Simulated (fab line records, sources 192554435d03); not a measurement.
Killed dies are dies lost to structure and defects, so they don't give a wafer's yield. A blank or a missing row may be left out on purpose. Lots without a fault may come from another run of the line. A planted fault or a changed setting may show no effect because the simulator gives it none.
fab line records | flow n5_finfet
record lots=4 wafers=12 last_day=18
route steps=1938 shown FIN_SAQP@114 FIN_CUT@154 BEOL_M4@1111 PASSIVATION@1936
lots that met no fault: from a run of the same line without faults
start_h: hours from the record's first day to the start of the lot's first wafer shown | wait_h: hours since the lot's step before | " the same as in the row above | L1.1+2: a row that stands for several wafers | - no value, or no start given | * or withheld: withheld | < > ~ a bound
route shown NAME@n: a module of which the file shows steps, and the number in the route of the first | usual: mean/standard deviation of fault-free wafers | same: alike in all rows | chamber/n: place in a boat | sites: the reading at each site | _std_site: their standard deviation | _edge_site: outer sites' mean less inner sites' | radius_mm: how far each site lies from the wafer's centre | mask NAME#n: copy n | behind: the tool/chamber that last shaped the wafer | hold: why the lot was held/for how many hours/how that ended | device: the transistor (n, p or np) that didn't switch | end of line: the same wafers' tests at the end of the route | a step without rows: its recipe alone | killed: dies lost to structure and defects at the first sort, not the wafer's yield | map: a wafer's dies, x killed, . not, _ none there
set.NAME: the setting as run; set.NAME@STEP: as run at that earlier step | model.NAME: the simulator's own value behind a step, which no gauge read
lots at some steps of the route; a table a step, a row a wafer
services: from which hour (start_h, from the record's first day; less than 0 if before it) a tool's chamber was out of use, for how many hours, and why
## steps
# step N5_FIN_SAQP_DESCUM_21
# recipe chemistry=O2 time_s=7.9 source_power_w=50 bias_power_w=20 pressure_mtorr=20 rf_frequency_hz=2.712e+07 temp_c=40 resist=CAR-ArF o2_flow_sccm=225
# step N5_FIN_SAQP_ETCH_51
# recipe chemistry=CF4 target=SiARC target_depth_a=455 mask_material=CAR-ArF time_s=75.8 ion_energy_ev=80 pressure_mtorr=40 source_w=545 bias_w=36 Ar_flow_sccm=100 cf4_flow_sccm=100 ends=cleared
# step N5_FIN_SAQP_ETCH_52
# recipe chemistry=N2/H2 target=SOC target_depth_a=1000 overetch_a=200 mask_material=SiARC temp_c=40 time_s=150 ion_energy_ev=200 pressure_mtorr=30 source_w=840 bias_w=150 n2_flow_sccm=200 h2_flow_sccm=200 ends=end_point
# step N5_FIN_SAQP_STRIP_53
# recipe chemistry=N2/H2 temp_c=40 n2_flow_sccm=200 h2_flow_sccm=200 rf_frequency_hz=6e+07
# step N5_FIN_SAQP_HM_OPEN_73
# recipe chemistry=CHF3/O2 target=SiO2 stop_on=a-Si target_depth_a=120 over_etch_frac=1.8 mask_material=SOC time_s=16.8 pressure_mtorr=30 source_w=650 bias_w=170 Ar_flow_sccm=200 CHF3_flow_sccm=50 O2_flow_sccm=5 ion_energy_ev=200 ends=end_point
# step N5_FIN_SAQP_STRIP_74
# recipe chemistry=CHF3/O2 resist=SiARC rf_frequency_hz=6e+07
# step N5_FIN_SAQP_MANDREL_ETCH_22
# recipe target_depth_a=600 chemistry=HBr/Cl2 target=a-Si stop_on=SiNx bt_time_s=10 over_etch_frac=0.5 time_s=30 pressure_mtorr=10 icp_w=800 bias_w=75 HBr_flow_sccm=150 Cl2_flow_sccm=80 ends=end_point
# step N5_FIN_SAQP_STRIP_55
# recipe chemistry=N2/H2 power_w=500 temp_c=40 pressure_mtorr=50 rf_frequency_hz=6e+07 overash_fraction=0.3 bias_power_w=28 h2_frac=0.5 n2_flow_sccm=300 h2_flow_sccm=300
# step N5_FIN_SAQP_STRIP_23
# recipe chemistry=SPM time_s=750 temp_c=130 h2so4_h2o2_vol_ratio=4
# step N5_FIN_SAQP_SRD_66
# recipe dry=ipa_marangoni time_s=30 temp_c=23 rinse_liquid=diw
# step N5_FIN_SAQP_RECESS_75
# recipe chemistry=HF/NH3 target=SiO2 target_depth_a=144 afs_cycles=3 temp_c=30 sublimation_temp_c=180 sublimation_time_s=60
# step N5_FIN_SAQP_SPACER1_ALD_24
# recipe material=SiO2 target_thk_a=203 temp_c=300 ald_precursor_family=BDEAS ald_co_reactant=O2-plasma pulse_time_s=1 purge_time_s=2 co_reactant_purge_time_s=2 ald_cycles=218 pressure_torr=2
# step N5_FIN_SAQP_SPACER1_ETCHBACK_25
# recipe chemistry=CHF3/O2 mode=anisotropic_etchback target=SiO2 target_depth_a=244 time_s=12.2 pressure_mtorr=30 source_w=650 bias_w=170 Ar_flow_sccm=200 CHF3_flow_sccm=50 O2_flow_sccm=5 ion_energy_ev=200
# usual CHF3_flow_sccm=49.97/0.15 chamber_pressure_mTorr=29.999/0.026 drypump_motor_current_A=5.9/0.36 oes_product_au=0.80/0.09 rf_vpp_V=526/4.3 showerhead_plenum_p_Torr=2.44/0.1 throttle_valve_pct=18.80/0.17
# same time_s=12.2
# columns lot.wafer tool chamber start_h wait_h CHF3_flow_sccm chamber_pressure_mTorr drypump_motor_current_A oes_product_au rf_hours_counter_h rf_vpp_V showerhead_plenum_p_Torr throttle_valve_pct
L990.1 rie_diel-02 3 48.22 0.4 49.95 30.037 5.9 0.77 139 526 2.50 18.62
L990.3 " 1 " " 49.89 29.953 5.5 0.89 - 531 2.56 18.80
L990.4 " 3 " " 50.00 30.026 5.9 0.77 - 525 2.50 18.60
L991.1 rie_diel-04 1 54.04 0.6 49.96 29.966 6.1 0.75 165 517 2.31 18.69
L991.2 " 0 " " 49.99 29.976 6.4 1.00 0 524 2.57 18.55
L991.5 " 3 " " 49.67 30.029 6.0 0.77 - 530 2.40 18.72
L992.3 rie_diel-02 2 60.32 0.5 50.06 30.006 6.4 0.70 206 530 2.38 18.98
L992.4 " 3 " " 50.09 30.004 5.9 0.78 - 525 2.50 18.62
L992.5 " 1 " " 50.25 30.000 5.5 0.88 - 531 2.56 18.81
L107.1 rie_diel-02 2 149.32 0.4 49.89 29.955 6.4 0.68 235 532 2.37 19.04
L107.3 " 1 " " 50.04 29.991 5.5 0.82 72 531 2.55 18.84
L107.4 " 3 " " 50.15 30.027 5.9 0.73 177 524 2.49 18.67
# step N5_FIN_SAQP_MANDREL1_REMOVE_56
# recipe chemistry=HBr/Cl2/O2 bt_time_s=10 target=a-Si stop_on=SiNx endpoint=OES-SiCl over_etch_frac=1 icp_w=600 bias_w=22 HBr_flow_sccm=150 Cl2_flow_sccm=80 O2_flow_sccm=5 pressure_mtorr=10
# step N5_FIN_SAQP_ETCH_57
# recipe chemistry=CH3F/O2 target=SiNx mask_material=SiO2 target_depth_a=325 time_s=46.4 pressure_mtorr=30 source_w=395 bias_w=73 Ar_flow_sccm=150 CH3F_flow_sccm=30 O2_flow_sccm=20 ion_energy_ev=120 ends=cleared
# step N5_FIN_SAQP_ETCH_65
# recipe chemistry=CF4 target=SiO2 target_depth_a=40 ion_energy_ev=350 time_s=4.4 pressure_mtorr=10 icp_w=800 bias_w=400 cf4_flow_sccm=80
# step N5_FIN_SAQP_MANDREL_ETCH_58
# recipe chemistry=HBr/Cl2 target=a-Si target_depth_a=450 bt_time_s=10 stop_on=SiNx mask_material=SiO2 over_etch_frac=0.8 time_s=27 pressure_mtorr=10 icp_w=800 bias_w=75 HBr_flow_sccm=150 Cl2_flow_sccm=80 ends=end_point
# step N5_FIN_SAQP_RECESS_63
# recipe chemistry=HF/NH3 target=SiO2 target_depth_a=180 afs_cycles=3 temp_c=30 sublimation_temp_c=180 sublimation_time_s=60
# step N5_FIN_SAQP_COAT_68
# recipe resist=SOC temp_c=250 time_s=60 spin_rpm=1500 resist_thk_nm=100
# step N5_FIN_SAQP_ETCH_69
# recipe chemistry=N2/H2 target=SOC target_depth_a=1500 stop_on=SiNx ion_energy_ev=100 bias_w=61 pressure_mtorr=30 source_w=850 n2_flow_sccm=200 h2_flow_sccm=200
# step N5_FIN_SAQP_ETCH_67
# recipe chemistry=CH3F/O2 target=SiNx target_depth_a=300 mask_material=SOC pressure_mtorr=30 source_w=395 bias_w=73 Ar_flow_sccm=150 CH3F_flow_sccm=30 O2_flow_sccm=20 ion_energy_ev=120
# step N5_FIN_SAQP_STRIP_70
# recipe chemistry=N2/H2 power_w=500 temp_c=40 pressure_mtorr=50 rf_frequency_hz=6e+07 overash_fraction=0.3 bias_power_w=28 h2_frac=0.5 n2_flow_sccm=300 h2_flow_sccm=300
# step N5_FIN_SAQP_RECESS_71
# recipe chemistry=HF/NH3 target=SiO2 target_depth_a=30 afs_cycles=1 temp_c=30 sublimation_temp_c=180 sublimation_time_s=60
# step N5_FIN_SAQP_SPACER2_ALD_28
# recipe material=SiO2 target_thk_a=81 temp_c=300 ald_precursor_family=BDEAS ald_co_reactant=O2-plasma pulse_time_s=1 purge_time_s=2 co_reactant_purge_time_s=2 pressure_torr=2
# step N5_FIN_SAQP_SPACER2_ETCHBACK_29
# recipe chemistry=CHF3/O2 mode=anisotropic_etchback target=SiO2 target_depth_a=122 time_s=6.1 pressure_mtorr=30 source_w=650 bias_w=170 Ar_flow_sccm=200 CHF3_flow_sccm=50 O2_flow_sccm=5 ion_energy_ev=200
# step N5_FIN_SAQP_MANDREL2_REMOVE_60
# recipe chemistry=HBr/Cl2/O2 bt_time_s=10 target=a-Si stop_on=SiNx endpoint=OES-SiCl over_etch_frac=1 icp_w=600 bias_w=22 HBr_flow_sccm=150 Cl2_flow_sccm=80 O2_flow_sccm=5 pressure_mtorr=10
# step N5_FIN_SAQP_HM_OPEN_33
# recipe chemistry=CH3F/O2 target=SiNx mask_material=SiO2 target_depth_a=494 time_s=70.6 pressure_mtorr=30 source_w=395 bias_w=73 Ar_flow_sccm=150 CH3F_flow_sccm=30 O2_flow_sccm=20 ion_energy_ev=120 ends=cleared
# step N5_FIN_SAQP_ETCH_34
# recipe chemistry=C4F6/O2 target=SiO2 target_depth_a=450 time_s=15 ion_energy_ev=250 pressure_mtorr=30 source_w=345 bias_w=185 Ar_flow_sccm=300 C4F6_flow_sccm=10 O2_flow_sccm=10 ends=cleared
# step N5_FIN_SAQP_STRIP_77
# recipe chemistry=N2/H2 time_s=90 power_w=100 temp_c=40 pressure_mtorr=100 rf_frequency_hz=6e+07 bias_power_w=3 n2_flow_sccm=300 h2_flow_sccm=300
# step N5_FIN_SAQP_ETCH_64
# recipe chemistry=CF4 target=SiO2 target_depth_a=15 ion_energy_ev=350 pressure_mtorr=10 icp_w=800 bias_w=400 cf4_flow_sccm=80
# step N5_FIN_SAQP_FIN_ETCH_36
# recipe chemistry=HBr/Cl2/O2 target_depth_a=1200 mask_material=SiNx time_s=50.4 bias_w=102 pressure_mtorr=10 icp_w=800 HBr_flow_sccm=150 Cl2_flow_sccm=80 O2_flow_sccm=12
# step N5_FIN_SAQP_PRECLEAN_38
# recipe chemistry=O3/DIW time_s=45 temp_c=22 o3_ppm=10
# step N5_FIN_SAQP_PRECLEAN_45
# recipe chemistry=dHF time_s=10 dilution=500:1 temp_c=25
# step N5_FIN_SAQP_SRD_39
# recipe dry=ipa_marangoni time_s=30 temp_c=23 rinse_liquid=diw
# step N5_FIN_SAQP_INSPECT_40
# recipe inspect_instrument=brightfield mode=aei
# usual raw_defect_count=224/66
# columns lot.wafer tool chamber start_h wait_h raw_defect_count
L990.1 defect_inspect-02 - 50.65 0.0 183
L990.3 " - " " 1429
L990.4 " - " " 229
L991.1 defect_inspect-02 - 56.46 0.0 193
L991.2 " - " " 150
L991.5 " - " " 231
L992.3 defect_inspect-02 - 62.74 0.0 223
L992.4 " - " " 137
L992.5 " - " " 1520
L107.1 defect_inspect-01 - 151.65 0.0 254
L107.3 " - " " 246
L107.4 " - " " 250
# step N5_FIN_CUT_COAT_18
# recipe resist=SOC temp_c=250 time_s=60 spin_rpm=1500 resist_thk_nm=230
# step N5_FIN_CUT_COAT_19
# recipe resist=SiARC temp_c=220 time_s=60 spin_rpm=1500 resist_thk_nm=20
# step N5_FIN_CUT_INSPECT_10
# recipe mode=adi inspect_instrument=brightfield
# usual raw_defect_count=41/12
# columns lot.wafer tool chamber start_h wait_h raw_defect_count
L990.1 defect_inspect-02 - 51.05 0.1 41
L990.3 " - " " 1297
L990.4 " - " " 59
L991.1 defect_inspect-02 - 56.85 0.1 35
L991.2 " - " " 40
L991.5 " - " " 48
L992.3 defect_inspect-02 - 63.25 0.0 40
L992.4 " - " " 37
L992.5 " - " " 1360
L107.1 defect_inspect-02 - 152.04 0.1 33
L107.3 " - " " 36
L107.4 " - " " 58
# step N5_BEOL_M4_RC_MEAS_101
# usual DIBL_N=35.9/1.3 DIBL_P=35.9/1.5 IOFF_N=0.152/0.023 IOFF_P=0.204/0.027 ION_N=673/9.2 ION_P=462/6.7 SS_N=71.4/0.48 SS_P=73.2/0.55 VT_N=250.3/2.6 VT_P=-250.6/3
# columns lot.wafer tool chamber start_h wait_h DIBL_N[mV/V] DIBL_P[mV/V] IOFF_N[nA/um] IOFF_P[nA/um] ION_N[uA/um] ION_P[uA/um] SS_N[mV/dec] SS_P[mV/dec] VT_N[mV] VT_P[mV]
L991.1 prober-01 0 208.44 0.0 33.9 33.4 0.111 0.167 667 465 70.2 72.2 252.3 -254.0
L991.2 " 0 " " 35.6 35.4 0.142 0.194 664 458 71.1 73.6 251.6 -250.2
L991.5 " 0 " " 36.7 37.1 0.156 0.220 678 470 71.8 73.6 248.0 -251.2
L990.1 prober-01 0 213.05 0.0 35.6 35.9 0.123 0.171 667 460 70.5 73.1 254.2 -253.6
L990.3 " 0 " " 36.8 37.1 0.144 0.203 658 457 70.9 73.4 252.0 -251.7
L990.4 " 0 " " 35.9 36.0 0.131 0.174 670 456 70.7 73.5 253.7 -253.1
L992.3 prober-02 0 231.18 0.3 35.4 34.6 0.131 0.205 656 458 71.9 73.1 250.6 -250.5
L992.4 " 0 " " 37.0 36.0 0.162 0.232 660 457 71.7 73.6 250.2 -247.1
L992.5 " 0 " " 37.2 36.7 0.159 0.238 677 466 71.5 73.3 252.4 -249.9
L107.1 prober-02 0 313.43 0.0 34.7 35.3 0.125 0.155 659 449 71.1 73.1 254.6 -258.7
L107.3 " 0 " " 33.6 34.2 0.110 0.139 651 442 71.5 73.1 257.0 -256.1
L107.4 " 0 " " 35.3 36.8 0.139 0.175 659 454 70.8 73.2 252.8 -252.4
# step N5_PASSIVATION_PROBE_49
# usual defect_limited_yield=91.0/1.5 killed_at_M0_to_M3=37/12 killed_at_M4_up=13/5 killed_at_contacts=13/6.1 killed_at_front_end=39/11 killed_at_other=4/3.2 killed_dies=106/17 killed_on_rim=13/4.2 killed_open=69/12 killed_short=35/7.9 sort_bin_5_function=5.3/1 sort_bin_6_memory=3.3/0.68 sort_n_pass=1074/17 sort_yield_pct=91.0/1.5
# same gross_dies=1180 killed_at_back_side=0 sort_bin_4_leakage[%]=0 sort_bin_8_speed[%]=0
# columns lot.wafer tool chamber start_h wait_h defect_limited_yield[%] killed_at_M0_to_M3 killed_at_M4_up killed_at_contacts killed_at_front_end killed_at_other killed_dies killed_on_rim killed_open killed_short sort_bin_5_function[%] sort_bin_6_memory[%] sort_n_pass sort_yield_pct[%]
L990.3 prober-01 - 328.04 0.1 76.5 34 15 25 201 2 277 21 74 38 13.1 5.7 903 76.5
L992.5 prober-01 - 335.51 0.2 78.3 45 18 7 184 2 256 13 67 35 11.8 5.3 924 78.3
L107.1 prober-02 - 426.29 0.0 91.9 34 13 23 24 2 96 9 65 30 5.3 2.5 1084 91.9
L107.3 prober-02 - 426.39 0.1 91.0 19 11 19 56 1 106 14 75 27 5.7 3.0 1074 91.0
L107.4 prober-02 - 426.44 0.2 94.5 16 7 6 36 0 65 6 44 21 3.6 1.9 1115 94.5
# killed by level:class
L990.3 FIN_SAQP:unspecified=156 MOL_CONTACT_COAG:geometric_particle:open=20 STI_FIN_REVEAL:geometric_particle:open=8 BEOL_M3:geometric_particle:open=7 BEOL_M0_SAQP:geometric_particle:short=7 BEOL_M0_SAQP:geometric_particle:open=7 BEOL_M1:geometric_particle:open=6 MOL_CONTACT_COAG:geometric_particle:short=5
L992.5 FIN_SAQP:unspecified=153 BEOL_M0_SAQP:geometric_particle:short=18 BEOL_M0_SAQP:geometric_particle:open=15 STI_FIN_REVEAL:geometric_particle:open=9 BEOL_M4:geometric_particle:open=7 GATE_CUT:geometric_particle:open=6 MOL_CONTACT_COAG:geometric_particle:open=6 BEOL_M4:geometric_particle:short=4
L107.1 MOL_CONTACT_COAG:geometric_particle:open=17 BEOL_M0_SAQP:geometric_particle:open=9 BEOL_M3:geometric_particle:open=6 FIN_SAQP:geometric_particle:short=5 DUMMY_GATE:geometric_particle:open=5 MOL_CONTACT_COAG:geometric_particle:short=5 BEOL_M0_SAQP:geometric_particle:short=5 BEOL_M1:geometric_particle:open=5
L107.3 STI_FIN_REVEAL:geometric_particle:open=16 FIN_SAQP:geometric_particle:open=14 MOL_CONTACT_COAG:geometric_particle:open=14 GATE_CUT:geometric_particle:short=9 FIN_SAQP:geometric_particle:short=7 BEOL_M2:geometric_particle:open=6 MOL_CONTACT_COAG:geometric_particle:short=5 BEOL_M0_SAQP:geometric_particle:open=5
L107.4 FIN_SAQP:geometric_particle:open=10 FIN_SAQP:geometric_particle:short=8 STI_FIN_REVEAL:geometric_particle:open=5 DUMMY_GATE:geometric_particle:open=5 BEOL_M2:geometric_particle:open=5 BEOL_M3:geometric_particle:open=5 BEOL_M4:geometric_particle:open=5 MOL_CONTACT_COAG:geometric_particle:open=4
# map L990.3 (x killed, . not)
_________________.x....xx...x________________
______________.x......x..x......_____________
___________.................x....xx__________
__________x.....x....x....x...x.x..._________
________x.......x..xx.........x...x..._______
_______x..x.......................x....______
______...........x......................_____
_____....x.......xx......................____
____.....x.x..........x..................x___
___....x.x......x.........................x__
___x....x......x...x...............x.......__
__..........x.........x.........x.....x....._
__.....x..xx..x..........x.....x.x..x......._
_......x.............x...........x...........
_.............x..........xx....x.....x.x.....
_..x.......................x...x............x
_.................x..........................
_....x..........x.xx.x....x.......x..........
_.......x........xxx.xxxxx..x.......x...x....
_...............x.xxxxxxx.x.x.x.....x........
_....x.x......x.xx.xxxxxxxxxx.x..............
__.........x....xxxxxxxxxxxxx.x...x....x.x.._
__......x....x.xxxxxxxxxxxxxxx........xx...._
___......x.....xxxxxxxxxxxxxxxxxx..........__
___............xxxxxxxxxxxxxxxx.......x....__
____...x.......xxxxxxxxxxxxxxxx...........___
_____x.x...x....xxxxxxxxxxxxxx...........____
______x......xx..xxxxxxxxxxxxx.........._____
_______........x.xxxxxxxxxx............______
________.........xxxxxxxxx.xx........._______
__________..x.....xx..xxxx..x......._________
___________..x......x.x....x......x__________
______________........x......xxx_____________
_________________............________________
# map L992.5 (x killed, . not)
_________________....x....x..________________
______________.................x_____________
___________.xx........x............__________
__________.........................._________
________...x....x.x..................._______
_______....x...x..................x....______
______.........................x..x....._____
_____...x........x..x...x.......x....x...____
____x..........x..........................___
___.....................................x..__
___...................x.......x............__
__..........x......x.............x.........._
__...............xx............x............_
_..............xx..x....x..x...x.............
_..x...x..........x...x...............x....x.
_.....x....x.....x..x...x........x.x....x....
_...................................x.......x
_.......x......xxxx........x.........x....x..
_...............x.....xx...x......xx.........
_.....x...........xxxxxx.xx.x...x............
_..............xxxxxxxxxxxxxx..x....x........
__.x..x.........xxxxxxxxxxxxx.....x........._
__x......xxx..xx.xxxxxxxxxxxxx.x............_
___..............xxxxxxxxxxxxxxx...........__
___x...x.......xxxxxxxxxxxxxxx........xx...__
____..........xxxxxxxxxxxxxxxxx.x.........___
_____.........x...xxxxxxxxxxxxx..........____
______...........xxxxxxxxxxxx...xx......_____
_______.....x.x..xxxxxxxxxxxx...x....x.______
________..........x.xxxxxxx.x........._______
__________......xx.xx.xxxx....x....._________
___________x..............xxx......__________
______________....xx.x.x..xx...._____________
_________________........x..x________________
## services
# columns tool chamber start_h hours kind
rie_diel-02 2 26.16 26.8 repair
rie_diel-04 0 35.14 - clean
rie_diel-04 0 35.14 - consumable_replace:focus_ring
rie_diel-04 0 35.14 - consumable_replace:showerhead
rie_diel-04 0 35.14 17.0 scheduled_down
rie_diel-04 0 35.14 17.0 vent_cycle
rie_diel-02 0 52.92 - clean
rie_diel-02 0 52.92 - consumable_replace:focus_ring
rie_diel-02 0 52.92 - consumable_replace:showerhead
rie_diel-02 0 52.92 17.0 scheduled_down
rie_diel-02 0 52.92 17.0 vent_cycle
rie_diel-02 - 85.35 0.4 repair
rie_diel-02 2 113.74 6.6 repair
## key
first_sign step=N5_FIN_SAQP_INSPECT_40 reading=raw_defect_count direction=up sigmas=19 usual=224 struck=1474
effect step=N5_FIN_CUT_INSPECT_10 reading=raw_defect_count direction=up sigmas=99+ usual=41 struck=1328
effect step=N5_PASSIVATION_PROBE_49 reading=killed_at_front_end direction=up sigmas=14 usual=39 struck=192
more_kills_born_at N5_FIN_SAQP_SPACER1_ETCHBACK_25@rie_diel-02=309
met_at N5_FIN_SAQP_SPACER1_ETCHBACK_25
struck_wafers L990.3,L992.5
fault kind=chamber_particle_source tool=rie_diel-02 chamber=1 onset_h=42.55 steps=N5_FIN_SAQP_SPACER1_ETCHBACK_25 rate_per_visit_cm2=2.0394 end_h=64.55
